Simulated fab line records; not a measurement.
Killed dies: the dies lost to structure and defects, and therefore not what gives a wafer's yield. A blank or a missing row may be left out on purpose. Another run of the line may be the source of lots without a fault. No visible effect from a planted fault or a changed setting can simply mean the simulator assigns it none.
fab line records	flow nand-harc
[record] lots = 24	wafers = 72	last-day = 33
route steps=1302 shown A_BLC@1120 A_M0@1158 A_M1@1182
lots that met no fault: taken from a fault-free run of the same line
start-h: hours from the record's first day to the start of the lot's first wafer shown	wait-h: hours since the lot's step before	" as in the row above	L1.1+2: several wafers, shown together as one row	- no value, or no start given	* or withheld: withheld	< > ~ a bound
route shown NAME@n: a module of which the file shows steps, and the number in the route of the first	usual: mean/standard deviation of fault-free wafers	same: alike in all rows	chamber/n: place in a boat	sites: the reading at each site	_std_site: standard deviation across them	_edge_site: the outer-site mean with the inner-site mean subtracted	radius-mm: for every site, how far away it sits from the centre of the wafer	mask NAME#n: copy n	behind: the last tool/chamber to shape the wafer	hold: reason for holding the lot/hours on hold/outcome of the hold	device: names the non-switching transistor (n, p or np)	end of line: at the end of the route, the tests of the same wafers	where a step has no rows: the recipe by itself	killed: dies lost to structure and defects at the first sort, not the wafer's yield	map: the dies of a wafer, with x for killed, . for not killed, _ for no die there
set.NAME: the run value of the setting; set.NAME@STEP: its run value at that earlier step	model.NAME: the simulator's own value behind a step, which no gauge read
steps of the route over a sample of lots; a table a step, a row a wafer
services: from which hour (start-h, from the record's first day; less than 0 if before it) a tool's chamber was out of use, for how many hours, and why
[[steps]]
[step NHARC_A_BLC_DESCUM_15]
[recipe] time-s = 3	o2-flow-sccm = 200	ar-flow-sccm = 0	bias-power-w = 0	chemistry = O2
[usual] drypump-motor-current-A = 5.4/0.4	oes-product-au = 1.006/0.0098	rf-vpp-V = 57.9/0.95	showerhead-plenum-p-Torr = 1.94/0.095	throttle-valve-pct = 11.311/0.0094
lot.wafer	tool	chamber	start-h	wait-h	drypump-motor-current-A	oes-product-au	rf-hours-counter-h	rf-vpp-V	showerhead-plenum-p-Torr	throttle-valve-pct
L074.1	rie-diel-02	3	534.41	0.1	5.1	1.022	9	58.3	1.99	11.314
L074.2	"	2	"	"	5.2	1.021	8	56.8	1.96	11.302
L074.5	"	3	"	"	5.1	1.019	-	57.7	1.99	11.305
L075.2	rie-diel-05	0	535.09	0.1	5.3	1.010	11	57.6	1.97	11.314
L075.3	"	2	"	"	5.8	1.005	11	58.7	1.99	11.310
L075.5	"	1	"	"	6.3	1.000	-	57.9	1.92	11.305
L076.3	rie-diel-02	0	536.53	0.1	5.8	0.996	10	58.7	2.06	11.309
L076.5	"	2	"	"	5.2	1.026	-	58.3	1.96	11.321
L076.6	"	3	"	"	5.1	1.016	-	57.5	1.99	11.323
L077.3	rie-diel-02	1	546.93	0.1	5.1	1.008	10	56.6	1.78	11.306
L077.4	"	0	"	"	5.8	1.005	11	58.8	2.06	11.327
L077.5	"	1	"	"	5.1	1.005	-	58.7	1.78	11.316
L078.2	rie-diel-02	0	581.11	0.1	5.8	1.018	0	57.5	2.06	11.301
L078.3	"	1	"	"	5.1	1.018	0	58.1	1.78	11.311
L078.5	"	0	"	"	5.8	1.012	-	58.9	2.06	11.302
L079.1	rie-diel-02	3	588.44	0.1	5.0	1.012	0	58.4	1.99	11.314
L079.6	"	2	"	"	5.2	1.012	-	58.3	1.95	11.303
L079.4	"	3	"	"	5.1	1.001	-	57.4	1.99	11.322
L081.2	rie-diel-02	2	592.40	0.1	5.2	0.999	2	58.0	1.95	11.323
L081.3	"	3	"	"	5.0	1.002	1	58.0	1.99	11.303
L081.1	"	0	"	"	5.8	1.011	1	58.1	2.05	11.307
L080.2	rie-diel-02	2	594.86	0.1	5.2	1.005	2	59.7	1.95	11.310
L080.4	"	0	"	"	5.8	1.006	-	59.2	2.05	11.304
L080.6	"	2	"	"	5.2	1.010	-	58.8	1.95	11.315
L082.1	rie-diel-02	1	596.40	0.1	5.1	1.016	1	60.2	1.78	11.318
L082.3	"	2	"	"	5.1	1.007	2	57.7	1.95	11.319
L082.6	"	1	"	"	5.1	1.022	-	58.1	1.78	11.313
L086.1	rie-diel-02	2	616.06	0.1	5.2	1.009	3	58.4	1.95	11.314
L086.2	"	0	"	"	5.8	1.014	3	58.8	2.05	11.317
L086.5	"	2	"	"	5.2	0.995	-	58.7	1.95	11.301
L083.3	rie-diel-02	2	619.63	0.1	5.2	0.994	4	57.6	1.95	11.299
L083.4	"	0	"	"	5.8	1.007	4	56.9	2.05	11.300
L083.5	"	2	"	"	5.2	0.982	-	58.9	1.95	11.298
L084.2	rie-diel-02	1	625.36	0.1	5.1	1.008	3	57.5	1.78	11.298
L084.5	"	1	"	"	5.2	1.008	-	56.5	1.78	11.293
L084.6	"	2	"	"	5.2	0.999	-	58.5	1.95	11.312
L085.3	rie-diel-05	2	625.89	0.1	5.8	0.996	3	58.2	1.99	11.310
L085.1	"	3	"	"	6.3	0.985	2	56.1	1.77	11.290
L085.6	"	1	"	"	6.3	0.981	-	58.5	1.92	11.300
L087.6	rie-diel-02	3	637.63	0.1	5.0	1.006	-	57.5	1.99	11.318
L087.5	"	1	"	"	5.1	1.014	-	57.9	1.78	11.314
L087.4	"	2	"	"	5.2	0.985	-	59.6	1.95	11.327
L089.3	rie-diel-05	1	669.46	0.1	6.3	1.000	6	58.4	1.92	11.299
L089.2	"	3	"	"	6.3	0.994	5	57.4	1.77	11.305
L089.1	"	0	"	"	5.3	1.004	5	56.4	1.96	11.324
L088.2	rie-diel-02	1	670.32	0.1	5.1	1.005	6	54.4	1.78	11.316
L088.6	"	1	"	"	5.1	1.012	-	58.1	1.78	11.306
L088.5	"	2	"	"	5.2	0.992	-	58.0	1.95	11.326
L090.1	rie-diel-02	2	673.18	0.1	5.2	0.999	8	59.6	1.95	11.316
L090.4	"	0	"	"	5.8	0.998	8	58.6	2.05	11.313
L090.5	"	2	"	"	5.2	1.000	-	57.5	1.95	11.295
L092.1	rie-diel-02	0	711.53	0.1	5.8	1.016	10	57.5	2.05	11.296
L092.5	"	0	"	"	5.8	1.018	-	58.3	2.05	11.322
L092.6	"	1	"	"	5.1	1.009	-	57.9	1.78	11.307
L091.4	rie-diel-05	0	715.31	0.1	5.3	0.998	8	56.3	1.96	11.298
L091.2	"	1	"	"	6.3	0.989	9	57.5	1.92	11.310
L091.5	"	3	"	"	6.3	0.995	-	57.3	1.77	11.291
L093.1	rie-diel-02	1	721.46	0.1	5.1	1.011	9	57.3	1.78	11.309
L093.2	"	2	"	"	5.2	1.007	11	57.7	1.95	11.302
L093.5	"	0	"	"	5.8	1.007	-	58.0	2.05	11.308
L095.1	rie-diel-02	2	724.14	0.1	5.2	1.008	11	58.9	1.95	11.296
L095.2	"	0	"	"	5.8	1.010	11	58.6	2.05	11.313
L095.5	"	2	"	"	5.2	1.000	-	56.9	1.95	11.321
L094.1	rie-diel-02	3	728.57	0.1	5.1	1.008	12	57.6	1.99	11.304
L094.2	"	2	"	"	5.2	1.010	11	58.5	1.95	11.318
L094.5	"	0	"	"	5.8	1.006	-	59.5	2.05	11.291
L097.1	rie-diel-02	0	739.34	0.1	5.8	1.019	12	57.6	2.05	11.321
L097.3	"	1	"	"	5.1	1.021	10	57.3	1.78	11.304
L097.6	"	0	"	"	5.8	1.022	-	58.1	2.05	11.321
L096.3	rie-diel-05	3	742.81	0.1	6.3	1.007	10	56.8	1.77	11.294
L096.5	"	3	"	"	6.3	1.000	-	56.3	1.77	11.312
L096.6	"	0	"	"	5.3	0.994	-	58.6	1.96	11.321
[step NHARC_A_M0_PVD_20]
[recipe] target-thk-a = 50	bias-v = 168.6	power-w = 15000	chamber-pressure-pa = 0.12	time-s = 8.06	substrate-temp-c = 50	material = TaN
[usual] throttle-valve-pct = 30.0/1.2
lot.wafer	tool	chamber	start-h	wait-h	throttle-valve-pct
L074.1	pvd-sputter-03	-	-	-	28.1
L074.2	"	-	"	"	29.0
L074.5	"	-	"	"	28.1
L075.2	pvd-sputter-03	-	-	-	31.9
L075.3	"	-	"	"	28.9
L075.5	"	-	"	"	28.1
L076.3	pvd-sputter-02	-	-	-	29.5
L076.5	"	-	"	"	30.0
L076.6	"	-	"	"	31.7
L077.3	pvd-sputter-02	-	-	-	29.6
L077.4	"	-	"	"	30.2
L077.5	"	-	"	"	31.6
L078.3	pvd-sputter-03	-	-	-	27.9
L078.2	"	-	"	"	29.2
L078.5	"	-	"	"	28.2
L079.1	pvd-sputter-02	-	-	-	31.2
L079.4	"	-	"	"	29.9
L079.6	"	-	"	"	29.8
L081.2	pvd-sputter-03	-	-	-	28.1
L081.3	"	-	"	"	29.0
L081.1	"	-	"	"	31.9
L080.4	pvd-sputter-03	-	-	-	28.0
L080.2	"	-	"	"	29.0
L080.6	"	-	"	"	27.9
L082.3	pvd-sputter-03	-	-	-	31.9
L082.1	"	-	"	"	27.8
L082.6	"	-	"	"	27.9
L086.1	pvd-sputter-01	-	-	-	30.2
L086.2	"	-	"	"	30.1
L086.5	"	-	"	"	30.1
L083.4	pvd-sputter-01	-	-	-	30.8
L083.3	"	-	"	"	30.4
L083.5	"	-	"	"	30.4
L084.2	pvd-sputter-02	-	-	-	29.8
L084.5	"	-	"	"	29.8
L084.6	"	-	"	"	31.8
L085.1	pvd-sputter-01	-	-	-	30.6
L085.3	"	-	"	"	30.4
L085.6	"	-	"	"	30.1
L087.4	pvd-sputter-01	-	-	-	30.5
L087.5	"	-	"	"	30.3
L087.6	"	-	"	"	30.6
L089.3	pvd-sputter-02	-	-	-	29.8
L089.2	"	-	"	"	31.1
L089.1	"	-	"	"	30.0
L088.2	pvd-sputter-03	-	-	-	28.2
L088.5	"	-	"	"	27.8
L088.6	"	-	"	"	29.0
L090.1	pvd-sputter-02	-	-	-	31.0
L090.4	"	-	"	"	30.2
L090.5	"	-	"	"	30.9
L092.1	pvd-sputter-02	-	-	-	30.8
L092.5	"	-	"	"	30.3
L092.6	"	-	"	"	31.0
L091.4	pvd-sputter-01	-	-	-	30.5
L091.2	"	-	"	"	29.8
L091.5	"	-	"	"	30.0
L093.2	pvd-sputter-02	-	-	-	30.2
L093.1	"	-	"	"	31.1
L093.5	"	-	"	"	29.9
L095.2	pvd-sputter-03	-	-	-	31.9
L095.1	"	-	"	"	28.5
L095.5	"	-	"	"	32.0
L094.2	pvd-sputter-02	-	-	-	30.8
L094.1	"	-	"	"	30.0
L094.5	"	-	"	"	31.1
L097.1	pvd-sputter-03	-	-	-	28.7
L097.3	"	-	"	"	28.7
L097.6	"	-	"	"	28.7
L096.3	pvd-sputter-02	-	-	-	31.1
L096.6	"	-	"	"	30.2
L096.5	"	-	"	"	29.8
[step NHARC_A_M0_PVD_21]
[recipe] target-thk-a = 300	chamber-pressure-pa = 5	power-w = 5000	substrate-temp-c = 30	time-s = 20.49	material = Cu
[usual] throttle-valve-pct = 29.9/1.2
lot.wafer	tool	chamber	start-h	wait-h	throttle-valve-pct
L074.2	pvd-sputter-03	-	-	-	32.2
L074.1	"	-	"	"	27.9
L074.5	"	-	"	"	32.2
L075.2	pvd-sputter-03	-	-	-	27.9
L075.3	"	-	"	"	28.1
L075.5	"	-	"	"	28.5
L076.3	pvd-sputter-02	-	-	-	29.7
L076.6	"	-	"	"	31.4
L076.5	"	-	"	"	29.8
L077.4	pvd-sputter-02	-	-	-	31.6
L077.3	"	-	"	"	30.0
L077.5	"	-	"	"	29.9
L078.3	pvd-sputter-03	-	-	-	27.8
L078.2	"	-	"	"	28.1
L078.5	"	-	"	"	28.0
L079.1	pvd-sputter-02	-	-	-	29.6
L079.4	"	-	"	"	31.5
L079.6	"	-	"	"	29.9
L081.3	pvd-sputter-03	-	-	-	29.0
L081.2	"	-	"	"	31.7
L081.1	"	-	"	"	28.3
L080.4	pvd-sputter-03	-	-	-	29.4
L080.2	"	-	"	"	31.9
L080.6	"	-	"	"	28.3
L082.1	pvd-sputter-03	-	-	-	28.0
L082.3	"	-	"	"	28.8
L082.6	"	-	"	"	28.2
L086.2	pvd-sputter-01	-	-	-	30.4
L086.1	"	-	"	"	30.0
L086.5	"	-	"	"	30.7
L083.4	pvd-sputter-01	-	-	-	30.6
L083.3	"	-	"	"	30.6
L083.5	"	-	"	"	30.7
L084.2	pvd-sputter-02	-	-	-	29.6
L084.6	"	-	"	"	31.5
L084.5	"	-	"	"	29.7
L085.1	pvd-sputter-01	-	-	-	30.7
L085.3	"	-	"	"	30.1
L085.6	"	-	"	"	30.1
L087.4	pvd-sputter-01	-	-	-	30.1
L087.6	"	-	"	"	29.8
L087.5	"	-	"	"	30.8
L089.3	pvd-sputter-02	-	-	-	30.4
L089.1	"	-	"	"	29.7
L089.2	"	-	"	"	30.9
L088.2	pvd-sputter-03	-	-	-	28.0
L088.5	"	-	"	"	31.7
L088.6	"	-	"	"	28.0
L090.1	pvd-sputter-02	-	-	-	29.9
L090.4	"	-	"	"	31.0
L090.5	"	-	"	"	30.1
L092.1	pvd-sputter-02	-	-	-	29.8
L092.5	"	-	"	"	31.0
L092.6	"	-	"	"	30.9
L091.2	pvd-sputter-01	-	-	-	30.9
L091.4	"	-	"	"	30.6
L091.5	"	-	"	"	30.4
L093.1	pvd-sputter-02	-	-	-	30.2
L093.2	"	-	"	"	31.1
L093.5	"	-	"	"	29.8
L095.2	pvd-sputter-03	-	-	-	28.6
L095.1	"	-	"	"	28.6
L095.5	"	-	"	"	28.6
L094.2	pvd-sputter-02	-	-	-	31.0
L094.1	"	-	"	"	31.1
L094.5	"	-	"	"	30.8
L097.1	pvd-sputter-03	-	-	-	28.7
L097.3	"	-	"	"	31.9
L097.6	"	-	"	"	28.5
L096.3	pvd-sputter-02	-	-	-	30.9
L096.5	"	-	"	"	29.8
L096.6	"	-	"	"	30.8
[step NHARC_A_M1_DESCUM_14]
[recipe] time-s = 3	o2-flow-sccm = 200	ar-flow-sccm = 0	bias-power-w = 0	chemistry = O2
[usual] drypump-motor-current-A = 5.6/0.48	oes-product-au = 0.997/0.0088	rf-vpp-V = 57.7/0.85	showerhead-plenum-p-Torr = 1.89/0.078	throttle-valve-pct = 11.311/0.0091
lot.wafer	tool	chamber	start-h	wait-h	drypump-motor-current-A	oes-product-au	rf-hours-counter-h	rf-vpp-V	showerhead-plenum-p-Torr	throttle-valve-pct
L074.1	rie-diel-01	3	542.71	0.1	5.4	0.997	4.7	56.0	1.84	11.310
L074.2	"	0	"	"	5.1	0.993	4.7	56.4	1.89	11.302
L074.5	"	2	"	"	5.7	0.998	-	58.1	1.94	11.316
L075.3	rie-diel-01	3	543.50	0.1	5.4	1.008	4.9	58.8	1.84	11.306
L075.2	"	1	"	"	5.2	0.992	4.9	56.2	1.79	11.314
L075.5	"	3	"	"	5.3	1.000	-	56.6	1.84	11.305
L076.3	rie-diel-01	0	545.23	0.1	5.1	0.990	4.9	57.4	1.89	11.299
L076.6	"	2	"	"	5.7	0.988	-	58.1	1.95	11.304
L076.5	"	3	"	"	5.3	0.994	-	56.9	1.84	11.315
L077.3	rie-diel-07	3	554.98	0.1	6.2	1.003	4.3	57.2	1.79	11.288
L077.4	"	0	"	"	5.8	0.998	4.3	58.6	2.01	11.319
L077.5	"	2	"	"	5.8	0.989	-	57.8	1.84	11.327
L078.3	rie-diel-01	3	589.23	0.1	5.3	0.995	0.1	57.7	1.84	11.301
L078.2	"	0	"	"	5.1	1.009	0.1	57.8	1.89	11.312
L078.5	"	2	"	"	5.7	0.981	-	58.1	1.94	11.305
L079.1	rie-diel-07	1	596.80	0.1	6.4	1.007	5.6	58.6	1.96	11.309
L079.4	"	3	"	"	6.2	1.005	5.9	56.6	1.79	11.319
L079.6	"	1	"	"	6.4	1.002	-	57.9	1.96	11.318
L081.3	rie-diel-01	0	600.72	0.1	5.1	1.017	0.3	57.2	1.89	11.307
L081.1	"	1	"	"	5.2	1.014	0.4	57.0	1.79	11.314
L081.2	"	2	"	"	5.7	0.999	0.4	57.5	1.94	11.317
L080.2	rie-diel-07	3	603.06	0.1	6.2	1.000	6.8	56.9	1.79	11.315
L080.4	"	2	"	"	5.8	0.990	6.2	57.1	1.84	11.293
L080.6	"	3	"	"	6.1	0.995	-	56.8	1.79	11.314
L082.3	rie-diel-01	3	604.91	0.1	5.4	0.997	0.5	57.3	1.84	11.303
L082.1	"	0	"	"	5.1	1.016	0.5	58.1	1.89	11.304
L082.6	"	0	"	"	5.1	1.013	-	57.5	1.89	11.326
L086.1	rie-diel-07	3	624.36	0.1	6.2	1.004	7.8	58.7	1.79	11.301
L086.2	"	0	"	"	5.8	0.986	8.6	57.6	2.00	11.312
L086.5	"	0	"	"	5.8	0.988	-	57.3	2.00	11.316
L083.4	rie-diel-07	2	627.92	0.1	5.8	0.988	7.3	57.0	1.84	11.330
L083.3	"	0	"	"	5.8	0.991	8.6	58.1	2.00	11.313
L083.5	"	3	"	"	6.1	0.999	-	56.7	1.79	11.312
L084.2	rie-diel-07	3	633.46	0.1	6.2	1.006	8.0	57.5	1.79	11.326
L084.5	"	3	"	"	6.1	1.002	-	56.7	1.79	11.302
L084.6	"	0	"	"	5.8	0.991	-	57.8	2.00	11.322
L085.1	rie-diel-07	3	634.70	0.1	6.1	0.994	8.0	58.9	1.79	11.296
L085.3	"	1	"	"	6.4	1.003	7.4	56.6	1.96	11.315
L085.6	"	0	"	"	5.8	0.978	-	56.9	2.00	11.312
L087.5	rie-diel-13	2	646.03	0.1	4.9	0.982	-	58.5	1.95	11.304
L087.4	"	0	"	"	5.8	1.013	-	59.0	1.88	11.316
L087.6	"	1	"	"	4.7	1.003	-	56.9	1.79	11.303
L089.1	rie-diel-01	2	678.42	0.1	5.7	0.990	2.9	58.7	1.94	11.310
L089.3	"	3	"	"	5.3	0.989	2.3	57.1	1.84	11.306
L089.2	"	0	"	"	5.1	0.996	2.3	57.9	1.89	11.311
L088.2	rie-diel-13	2	678.61	0.1	4.9	1.000	7.6	59.0	1.95	11.315
L088.6	"	1	"	"	4.7	1.003	-	56.6	1.79	11.300
L088.5	"	2	"	"	4.9	0.991	-	57.2	1.95	11.329
L090.4	rie-diel-07	1	681.95	0.1	6.4	0.997	1.2	59.9	1.96	11.316
L090.1	"	0	"	"	5.8	0.998	1.2	58.8	2.00	11.322
L090.5	"	2	"	"	5.8	1.001	-	56.4	1.84	11.295
L092.1	rie-diel-07	1	720.21	0.1	6.4	1.001	3.9	57.2	1.96	11.308
L092.6	"	1	"	"	6.4	0.995	-	58.3	1.96	11.316
L092.5	"	2	"	"	5.8	0.983	-	58.9	1.83	11.321
L091.2	rie-diel-07	0	723.13	0.1	5.8	1.004	3.8	57.7	2.00	11.309
L091.4	"	2	"	"	5.8	0.989	3.9	55.4	1.83	11.292
L091.5	"	0	"	"	5.8	1.014	-	57.9	2.00	11.306
L093.1	rie-diel-01	1	729.42	0.1	5.1	0.999	4.3	57.5	1.79	11.309
L093.2	"	3	"	"	5.4	0.998	3.6	56.8	1.84	11.297
L093.5	"	1	"	"	5.2	1.006	-	58.0	1.79	11.311
L095.2	rie-diel-01	1	732.20	0.1	5.2	1.009	4.4	57.1	1.79	11.316
L095.1	"	0	"	"	5.1	1.006	3.8	57.5	1.89	11.324
L095.5	"	1	"	"	5.2	1.002	-	58.1	1.79	11.316
L094.1	rie-diel-13	2	737.09	0.1	4.9	1.007	1.2	59.6	1.95	11.324
L094.2	"	0	"	"	5.8	0.995	1.0	58.0	1.88	11.323
L094.5	"	3	"	"	5.5	0.994	-	59.4	2.02	11.321
L097.1	rie-diel-13	1	747.35	0.1	4.8	1.001	1.1	56.8	1.78	11.316
L097.3	"	0	"	"	5.7	0.992	1.2	58.4	1.88	11.323
L097.6	"	2	"	"	4.9	0.991	-	57.7	1.95	11.307
L096.3	rie-diel-07	1	751.19	0.1	6.4	0.997	6.7	58.6	1.96	11.315
L096.5	"	1	"	"	6.4	1.003	-	58.4	1.96	11.309
L096.6	"	2	"	"	5.8	0.981	-	56.9	1.83	11.313
[step NHARC_A_M1_CD_MEAS_16]
[usual] cd-nm = 119.9/0.9
lot.wafer	tool	chamber	start-h	wait-h	cd-nm
L074.1	cd-sem-01	-	543.01	-	120.0
L074.2	"	-	"	"	121.6
L074.5	"	-	"	"	121.3
L075.2	cd-sem-01	-	543.81	-	121.2
L075.3	"	-	"	"	119.6
L075.5	"	-	"	"	119.4
L076.3	cd-sem-02	-	545.53	-	120.1
L076.5	"	-	"	"	121.0
L076.6	"	-	"	"	121.3
L077.3	cd-sem-02	-	555.27	-	119.5
L077.4	"	-	"	"	119.3
L077.5	"	-	"	"	119.0
L078.2	cd-sem-03	-	589.53	-	120.8
L078.3	"	-	"	"	120.6
L078.5	"	-	"	"	122.0
L079.1	cd-sem-01	-	597.10	-	119.8
L079.4	"	-	"	"	120.5
L079.6	"	-	"	"	119.7
L081.1	cd-sem-01	-	601.02	-	119.4
L081.2	"	-	"	"	119.9
L081.3	"	-	"	"	120.8
L080.2	cd-sem-03	-	603.37	-	120.4
L080.4	"	-	"	"	118.7
L080.6	"	-	"	"	120.4
L082.1	cd-sem-01	-	605.23	-	120.8
L082.3	"	-	"	"	122.0
L082.6	"	-	"	"	120.9
L086.1	cd-sem-03	-	624.67	-	119.2
L086.2	"	-	"	"	120.3
L086.5	"	-	"	"	120.0
L083.3	cd-sem-03	-	628.23	-	120.1
L083.4	"	-	"	"	119.7
L083.5	"	-	"	"	118.8
L084.2	cd-sem-02	-	633.77	-	119.4
L084.5	"	-	"	"	119.6
L084.6	"	-	"	"	120.3
L085.1	cd-sem-03	-	635.01	-	119.7
L085.3	"	-	"	"	118.7
L085.6	"	-	"	"	120.2
L087.4	cd-sem-02	-	646.36	-	121.8
L087.5	"	-	"	"	119.8
L087.6	"	-	"	"	120.0
L089.1	cd-sem-02	-	678.76	-	118.9
L089.2	"	-	"	"	119.6
L089.3	"	-	"	"	121.0
L088.2	cd-sem-03	-	678.90	-	119.4
L088.5	"	-	"	"	119.3
L088.6	"	-	"	"	119.1
L090.1	cd-sem-03	-	682.25	-	119.6
L090.4	"	-	"	"	120.2
L090.5	"	-	"	"	118.9
L092.1	cd-sem-01	-	720.52	-	119.2
L092.5	"	-	"	"	118.3
L092.6	"	-	"	"	118.9
L091.2	cd-sem-02	-	723.44	-	120.5
L091.4	"	-	"	"	119.8
L091.5	"	-	"	"	120.4
L093.1	cd-sem-01	-	729.72	-	120.0
L093.2	"	-	"	"	120.7
L093.5	"	-	"	"	121.1
L095.1	cd-sem-01	-	732.51	-	120.1
L095.2	"	-	"	"	119.3
L095.5	"	-	"	"	120.0
L094.1	cd-sem-02	-	737.39	-	120.0
L094.2	"	-	"	"	119.9
L094.5	"	-	"	"	119.7
L097.1	cd-sem-01	-	747.65	-	120.7
L097.3	"	-	"	"	119.2
L097.6	"	-	"	"	119.8
L096.3	cd-sem-01	-	751.50	-	119.5
L096.5	"	-	"	"	119.4
L096.6	"	-	"	"	119.5
[step NHARC_A_M1_STRIP_18]
[recipe] power-w = 1000	n2-flow-sccm = 150	h2-flow-sccm = 150	ar-flow-sccm = 0	bias-w = 0	chemistry = N2/H2
[usual] drypump-motor-current-A = 5.4/0.49	oes-product-au = 0.999/0.0089	rf-vpp-V = 90.5/0.88	showerhead-plenum-p-Torr = 2.01/0.088	throttle-valve-pct = 14.171/0.0082
lot.wafer	tool	chamber	start-h	wait-h	drypump-motor-current-A	oes-product-au	rf-hours-counter-h	rf-vpp-V	showerhead-plenum-p-Torr	throttle-valve-pct
L074.2	rie-diel-01	0	543.08	0.1	5.1	0.984	4.8	90.7	2.01	14.176
L074.1	"	1	"	"	5.1	0.993	4.8	89.7	1.91	14.161
L074.5	"	1	"	"	5.2	0.995	-	90.0	1.91	14.181
L075.3	rie-diel-13	2	543.90	0.1	4.9	0.996	0.3	91.6	2.08	14.167
L075.2	"	0	"	"	5.8	1.015	0.4	90.8	2.00	14.177
L075.5	"	2	"	"	4.9	1.000	-	90.0	2.08	14.163
L076.3	rie-diel-13	3	545.65	0.1	5.5	1.002	0.5	90.3	2.16	14.170
L076.6	"	1	"	"	4.7	1.005	-	90.0	1.90	14.185
L076.5	"	2	"	"	4.9	0.991	-	91.9	2.08	14.156
L077.3	rie-diel-01	2	555.37	0.1	5.7	0.991	5.5	91.2	2.07	14.155
L077.4	"	3	"	"	5.4	0.995	5.4	91.1	1.96	14.161
L077.5	"	1	"	"	5.2	0.992	-	90.5	1.90	14.168
L078.2	rie-diel-07	2	589.60	0.1	5.8	1.005	5.2	89.2	1.96	14.180
L078.3	"	0	"	"	5.8	0.988	6.1	90.9	2.14	14.171
L078.5	"	2	"	"	5.8	1.004	-	89.4	1.96	14.179
L079.1	rie-diel-07	0	597.18	0.1	5.8	0.990	6.2	91.5	2.14	14.189
L079.4	"	3	"	"	6.1	1.017	6.0	90.1	1.90	14.168
L079.6	"	1	"	"	6.4	1.004	-	91.1	2.09	14.174
L081.3	rie-diel-13	0	601.09	0.1	5.7	1.014	2.7	90.9	2.00	14.170
L081.1	"	1	"	"	4.7	1.004	2.9	90.2	1.90	14.170
L081.2	"	3	"	"	5.5	1.004	2.4	92.1	2.16	14.177
L080.4	rie-diel-01	0	603.49	0.1	5.1	1.015	0.4	91.7	2.01	14.170
L080.2	"	1	"	"	5.2	1.010	0.5	90.6	1.91	14.180
L080.6	"	2	"	"	5.7	0.998	-	91.1	2.07	14.166
L082.3	rie-diel-13	1	605.30	0.1	4.7	1.003	3.5	89.4	1.90	14.169
L082.1	"	2	"	"	4.9	0.986	3.2	90.9	2.08	14.178
L082.6	"	2	"	"	4.9	0.977	-	92.0	2.08	14.157
L086.1	rie-diel-13	1	624.74	0.1	4.7	1.005	4.6	90.3	1.90	14.183
L086.2	"	3	"	"	5.5	0.994	4.2	90.4	2.16	14.171
L086.5	"	1	"	"	4.7	0.997	-	89.7	1.90	14.171
L083.3	rie-diel-13	0	628.29	0.1	5.7	1.012	4.6	91.3	2.00	14.160
L083.4	"	3	"	"	5.5	0.999	4.3	91.7	2.16	14.178
L083.5	"	0	"	"	5.7	1.001	-	89.5	2.00	14.174
L084.2	rie-diel-01	0	633.84	0.1	5.1	1.009	1.1	89.5	2.01	14.164
L084.5	"	0	"	"	5.1	1.006	-	91.6	2.01	14.181
L084.6	"	1	"	"	5.2	1.005	-	89.5	1.91	14.177
L085.3	rie-diel-13	1	635.13	0.1	4.8	1.009	4.9	89.8	1.90	14.166
L085.1	"	2	"	"	4.9	0.980	4.6	90.4	2.08	14.171
L085.6	"	0	"	"	5.8	1.019	-	91.3	2.00	14.176
L087.6	rie-diel-13	1	646.53	0.2	4.7	1.009	-	88.4	1.90	14.166
L087.5	"	2	"	"	4.9	0.993	-	90.9	2.08	14.163
L087.4	"	0	"	"	5.8	1.005	-	89.8	2.00	14.177
L089.3	rie-diel-01	0	678.84	0.1	5.1	1.000	2.3	90.4	2.01	14.175
L089.2	"	2	"	"	5.7	0.996	2.9	91.4	2.07	14.191
L089.1	"	3	"	"	5.3	0.996	2.4	89.9	1.96	14.170
L088.2	rie-diel-13	2	679.06	0.1	4.9	1.000	7.7	91.0	2.08	14.158
L088.5	"	3	"	"	5.5	0.986	-	91.9	2.16	14.153
L088.6	"	0	"	"	5.7	1.027	-	91.3	2.00	14.171
L090.1	rie-diel-07	3	682.33	0.1	6.2	0.993	1.3	89.5	1.90	14.160
L090.4	"	0	"	"	5.8	0.995	1.3	90.0	2.14	14.160
L090.5	"	0	"	"	5.8	1.006	-	91.5	2.14	14.184
L092.1	rie-diel-01	2	720.62	0.1	5.7	0.988	4.2	90.9	2.07	14.178
L092.6	"	1	"	"	5.1	0.985	-	89.1	1.90	14.176
L092.5	"	2	"	"	5.7	0.992	-	91.6	2.07	14.174
L091.2	rie-diel-01	1	723.56	0.1	5.1	1.010	4.2	90.4	1.90	14.169
L091.4	"	2	"	"	5.7	0.988	4.3	92.4	2.07	14.176
L091.5	"	0	"	"	5.1	1.001	-	90.0	2.01	14.185
L093.2	rie-diel-13	3	729.79	0.1	5.5	1.002	1.2	91.7	2.16	14.191
L093.1	"	2	"	"	4.9	0.993	1.1	91.0	2.08	14.164
L093.5	"	0	"	"	5.8	0.994	-	90.2	2.00	14.164
L095.1	rie-diel-13	3	732.63	0.1	5.5	0.984	1.3	91.3	2.16	14.156
L095.2	"	0	"	"	5.7	1.000	0.9	91.5	2.00	14.180
L095.5	"	1	"	"	4.7	0.999	-	89.4	1.90	14.175
L094.1	rie-diel-13	0	737.47	0.1	5.7	0.994	1.1	91.6	2.00	14.168
L094.2	"	2	"	"	4.9	0.996	1.3	89.8	2.08	14.165
L094.5	"	0	"	"	5.7	0.996	-	90.3	2.00	14.179
L097.3	rie-diel-07	1	747.75	0.1	6.4	0.998	6.6	90.0	2.09	14.166
L097.1	"	3	"	"	6.1	0.992	6.4	90.2	1.90	14.180
L097.6	"	1	"	"	6.4	0.998	-	91.2	2.09	14.169
L096.3	rie-diel-07	3	751.62	0.1	6.2	1.006	6.5	88.4	1.90	14.167
L096.6	"	1	"	"	6.4	1.009	-	90.8	2.09	14.184
L096.5	"	2	"	"	5.8	0.988	-	89.3	1.95	14.171
[[services]]
tool	chamber	start-h	hours	kind
rie-diel-13	3	517.44	3.2	repair
rie-diel-13	-	519.10	9.0	pm
pvd-sputter-03	-	526.18	10.0	pm
rie-diel-07	-	547.83	2.2	repair
rie-diel-13	3	557.32	4.2	repair
rie-diel-01	-	557.80	9.0	pm
pvd-sputter-02	-	559.35	4.8	repair
rie-diel-02	-	570.91	9.0	pm
rie-diel-02	1	582.83	12.4	repair
rie-diel-07	1	609.79	6.0	repair
pvd-sputter-03	-	622.75	2.2	repair
rie-diel-02	0	632.90	13.4	repair
pvd-sputter-02	-	638.00	10.0	pm
rie-diel-02	-	644.17	0.5	repair
rie-diel-07	-	648.20	9.0	pm
pvd-sputter-03	-	670.08	3.7	repair
rie-diel-01	1	675.91	8.1	repair
rie-diel-01	-	690.93	0.9	repair
rie-diel-13	-	696.10	9.0	pm
rie-diel-01	3	701.43	5.7	repair
pvd-sputter-03	-	704.18	10.0	pm
rie-diel-07	-	712.29	2.6	repair
rie-diel-07	0	724.50	14.5	repair
rie-diel-02	-	747.91	9.0	pm
[[key]]
fault none
